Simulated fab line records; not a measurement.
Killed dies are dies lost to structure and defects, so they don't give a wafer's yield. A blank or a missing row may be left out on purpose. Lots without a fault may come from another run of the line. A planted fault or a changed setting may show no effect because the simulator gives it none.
A struck lot beside a sound one -- flow n5 finfet -- 28 out of 1938 route steps
Sound: the wafers L364.1, L364.4, L364.5. Wafers L372.1, L372.4, L372.5 were the ones struck. At the end, the cause is stated.
For every step that has rows: the tool of each side, followed by ch and its chambers, followed by its first start. Under that, the readings that differ: sound wafers -- struck wafers -- difference of the means -- sigmas: that difference in standard deviations of wafers without a fault.
alike: readings with means less than 2 such deviations apart, plus words and numbers identical on both sides. not compared: withheld readings, readings lacking a value on some wafer, bounds such as >300 that could conceal the same value, and numbers that have no deviation in the record and whose values overlap.
The two part at a step that has a row with sigmas, a row that says differs or no value, or rows on one side only. Non-overlapping numbers with no deviation appear without sigmas and do not part them. A reading missing from all wafers of one side parts the sides only when that side holds two or more wafers.

first, 9 steps without rows for these wafers: N5_MIM_BOT_LITHO_COAT_02; N5_MIM_BOT_LITHO_EBR_04; N5_MIM_BOT_LITHO_SOFTBAKE_03 (time 90 s); N5_MIM_BOT_LITHO_EXPOSE_05 (exposes mask MIM BOT); N5_MIM_BOT_LITHO_PEB_06; N5_MIM_BOT_LITHO_DEVELOP_07 (develop time 60 s); N5_MIM_BOT_LITHO_HARDBAKE_09 (time 120 s); N5_MIM_BOT_LITHO_DESCUM_10 (chemistry O2, time 7.9 s); N5_MIM_BOT_ETCH_ETCH_04 (etches SiNx in CF4/O2, target depth 26 nm, time 13 s).
N5_MIM_BOT_ETCH_ETCH_03: etches the open film in Cl2/BCl3, target depth 12 nm.
  sound on rie metal-02 ch 1, day 12 19:47; struck on rie metal-02 ch 0,1, day 14 13:28
  alike: chamber pressure mTorr, drypump motor current A, he backside leak sccm, oes product au, throttle valve pct
  not compared: rf hours counter h
then, 15 steps without rows for these wafers: N5_MIM_BOT_ETCH_ETCH_00 (etches TiN in Cl2/BCl3, target depth 45.5 nm); N5_MIM_BOT_ETCH_STRIP_01 (strips in O2); N5_MIM_BOT_ETCH_STRIP_02 (strips in post etch residue remover, time 1200 s); N5_MIM_BOT_ETCH_CLEAN_05 (cleans in IPA, time 180 s); N5_MIM_BOT_ETCH_SRD_06 (time 30 s); N5_PASSIVATION_PECVD_55 (deposits SiO2 from SiH4/N2O, target thk 400 nm, time 22.5 s); N5_PASSIVATION_PECVD_01 (deposits SiNx from SiH4/NH3/N2, target thk 200 nm, time 43.2 s); N5_PASSIVATION_HMDS_03 (time 60 s); N5_PASSIVATION_COAT_04; N5_PASSIVATION_EBR_06; N5_PASSIVATION_SOFTBAKE_05 (time 90 s); N5_PASSIVATION_EXPOSE_07 (exposes mask TV, defocus 0 nm, target cd 3000 nm); N5_PASSIVATION_PEB_08; N5_PASSIVATION_DEVELOP_09 (develop time 60 s); N5_PASSIVATION_HARDBAKE_11 (time 120 s).
N5_PASSIVATION_INSPECT_61: inspects for defects (macro).
  sound: defect inspect-01 at day 12 21:03; struck: defect inspect-01 at day 14 18:41
reading,sound,struck,difference,sigmas
raw defect count,1 1 2,>300 >300 291,differs,
then, 1 step without rows for these wafers: N5_PASSIVATION_DESCUM_12 (chemistry O2, time 7.9 s).
N5_PASSIVATION_PROBE_49:
  only the struck wafers here have rows in the record (prober-02, day 15 02:34); the sound ones have none

WHERE THEY PART
Last at N5_PASSIVATION_PROBE_49 as far as this record goes, first at N5_PASSIVATION_INSPECT_61.

WHY: whatever the simulator had introduced
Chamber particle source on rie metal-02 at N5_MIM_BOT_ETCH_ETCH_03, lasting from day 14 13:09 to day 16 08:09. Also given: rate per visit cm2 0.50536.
